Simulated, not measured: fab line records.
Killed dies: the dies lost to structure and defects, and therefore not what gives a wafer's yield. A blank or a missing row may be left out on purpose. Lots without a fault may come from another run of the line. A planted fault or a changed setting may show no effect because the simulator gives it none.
Matching of chambers	flow nand_harc	4 sister chambers for NHARC_A_BLC_ALD_23 on ald_metal-01
The step deposits TiN, target thk 3 nm, pulse time 1 s, ald cycles 150. 4 wafers are shown with their chamber, then 8 later ones without.

== EACH WAFER AND ITS CHAMBER ==
wafer	chamber	heater_power_w (W)
L088.2	3	1096
L088.4	1	1141
L088.5	0	1198
L090.1	2	993

== WAFERS WITHOUT THEIR CHAMBER ==
wafer	heater_power_w (W)
L090.3	1135
L090.4	1153
L095.2	1050
L095.4	1137
L095.5	1073
L097.1	1186
L097.3	1053
L097.5	1158

== CHAMBER TAKEN BY EACH ==
wafer	from the rows above	in truth
L090.3	can't be placed: 1 or 3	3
L090.4	can't be placed: 1 or 0 or 3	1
L095.2	can't be placed: 3 or 2 or 1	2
L095.4	can't be placed: 1 or 3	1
L095.5	can't be placed: 3 or 1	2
L097.1	can't be placed: 0 or 1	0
L097.3	can't be placed: 3 or 2 or 1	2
L097.5	can't be placed: 1 or 0 or 3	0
Correct placement for 0 of the 8. Unplaceable from these rows: 8, with the true chamber sitting among the candidates in 7. 0 placed wrongly.
How it was worked out, from the rows above alone: a wafer's distance from a chamber is the root of the sum, over the readings, of the square of ((its reading less the chamber's mean) divided by the reading's scatter). The wafer belongs to the nearest chamber; if the next one is less than 2 further off, it can't be placed. A chamber's mean is the mean of its shown wafers. The scatter (one wafer shown for each chamber): square how far every hidden wafer sits from the nearest shown wafer, average those squares and take the square root.
